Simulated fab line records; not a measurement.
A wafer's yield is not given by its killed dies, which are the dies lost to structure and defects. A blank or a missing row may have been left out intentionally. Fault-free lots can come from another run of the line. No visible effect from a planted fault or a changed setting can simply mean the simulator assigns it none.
A single fault, viewed from 3 desks	flow n5Finfet	each desk has only its own numbers; what lay behind them comes last

AT THE TOOL OWNER'S DESK: rieDiel-01
The tool's own readings at N5_BEOL_M3_ETCH_70 (etches SOC in N2/H2, target depth 80 nm, overetch 16 nm, time 120 s): means of the sampled wafers that have a number, for each lot that ran on this tool. If a lot's mean is further than 4 standard deviations from the usual mean, the lot is out of limits and carries the mark OUT (the distance appears in the brackets).
Columns: A = biasW at N5_BEOL_M3_ETCH_70, usual 150.1 W; B = drypumpMotorCurrentA at N5_BEOL_M3_ETCH_70, usual 5.6 A; C = oesProductAu at N5_BEOL_M3_ETCH_70, usual 0.59 a.u.; D = rfVppV at N5_BEOL_M3_ETCH_70, usual 524.6 V; E = showerheadPlenumPTorr at N5_BEOL_M3_ETCH_70, usual 2.56 Torr; F = throttleValvePct at N5_BEOL_M3_ETCH_70, usual 17.89 %
lot	first seen here	A	B	C	D	E	F
L478	day 8 07:38	150.3	5.4	0.59	524.7	2.56	17.96
L480	day 9 02:33	150.3	5.0	0.56	523.3	2.51	18.06
L482	day 9 04:59	150.2	5.3	0.56	526.3	2.59	17.93
L492	day 12 19:49	159.3 (+20) OUT	5.1	0.68	546.1 (+8.6) OUT	2.61	17.68
This desk's verdict: out of limits on L492, starting with L492 at day 12 19:49 (biasW at N5_BEOL_M3_ETCH_70). L478, L480, L482: within limits.

THE DEFECT DESK
What the inspections along the route counted, lot by lot: means of the sampled wafers that have a number. If a lot's mean is further than 4 standard deviations from the usual mean, the lot is out of limits and carries the mark OUT (the distance appears in the brackets).
Columns: A = rawDefectCount at N5_BEOL_M3_INSPECT_30, usual 388
lot	first seen here	A
L473	day 7 01:58	300
L478	day 8 06:35	319
L481	day 8 18:31	435
L480	day 9 00:55	302
L482	day 9 02:06	438
L484	day 12 00:31	423
L487	day 12 03:13	476
L493	day 12 04:51	463
L492	day 12 17:35	359
Finding of this desk: none of the 9 lots has anything out of limits.

FROM THE METROLOGY DESK
Means of the sampled wafers that have a number, per lot and without regard to the tool the lot ran on: this is what the gauges read. If a lot's mean is further than 4 standard deviations from the usual mean, the lot is out of limits and carries the mark OUT (the distance appears in the brackets). Only the readings that lie furthest out on some lot appear, 7 of the 10 it has.
Columns: A = IOFF_P at N5_BEOL_M4_RC_MEAS_101, usual 0.21 nA/um; B = ION_N at N5_BEOL_M4_RC_MEAS_101, usual 675 uA/um; C = ION_P at N5_BEOL_M4_RC_MEAS_101, usual 464 uA/um; D = SS_N at N5_BEOL_M4_RC_MEAS_101, usual 71.5 mV/dec; E = SS_P at N5_BEOL_M4_RC_MEAS_101, usual 73.3 mV/dec; F = VT_N at N5_BEOL_M4_RC_MEAS_101, usual 250 mV; G = VT_P at N5_BEOL_M4_RC_MEAS_101, usual -250 mV
lot	first seen here	A	B	C	D	E	F	G
L473	day 7 18:26	0.28	692	475	71.7	74.2	246	-245
L478	day 9 00:40	0.21	673	473	71.2	72.6	249	-248
L481	day 9 10:14	0.19	668	463	71.4	72.3	255	-250
L480	day 9 15:16	0.25	675	465	71.6	73.0	249	-246
L482	day 9 16:55	0.18	656	449	71.4	72.9	253	-253
L487	day 12 21:15	0.20	681	465	72.3	73.1	250	-249
L493	day 13 01:41	0.19	686	462	71.5	73.2	247	-254
L484	day 13 07:37	0.25	680	464	71.8	73.6	249	-249
L492	day 14 09:01	0.23	678	465	71.9	73.8	247	-248
Finding of this desk: none of the 9 lots has anything out of limits.

TAKEN TOGETHER
An alarm could have come from the tool owner's desk at day 12 19:49, on L492.
The defect desk saw nothing out of limits.
The metrology desk saw nothing out of limits.
The defect desk has L492 on record, within its limits.
The metrology desk holds a record of L492, inside its limits.
The lots listed all ran N5_BEOL_M3_ETCH_70 on rieDiel-01.

WHAT THE SIMULATOR HAD PUT IN
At N5_BEOL_M3_ETCH_70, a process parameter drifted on rieDiel-01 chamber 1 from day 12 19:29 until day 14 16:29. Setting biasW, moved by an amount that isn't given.
Lots struck among those shown: L492.
Time in hours from fault onset to the first out-of-limits reading at each desk: the tool owner's desk, 0.
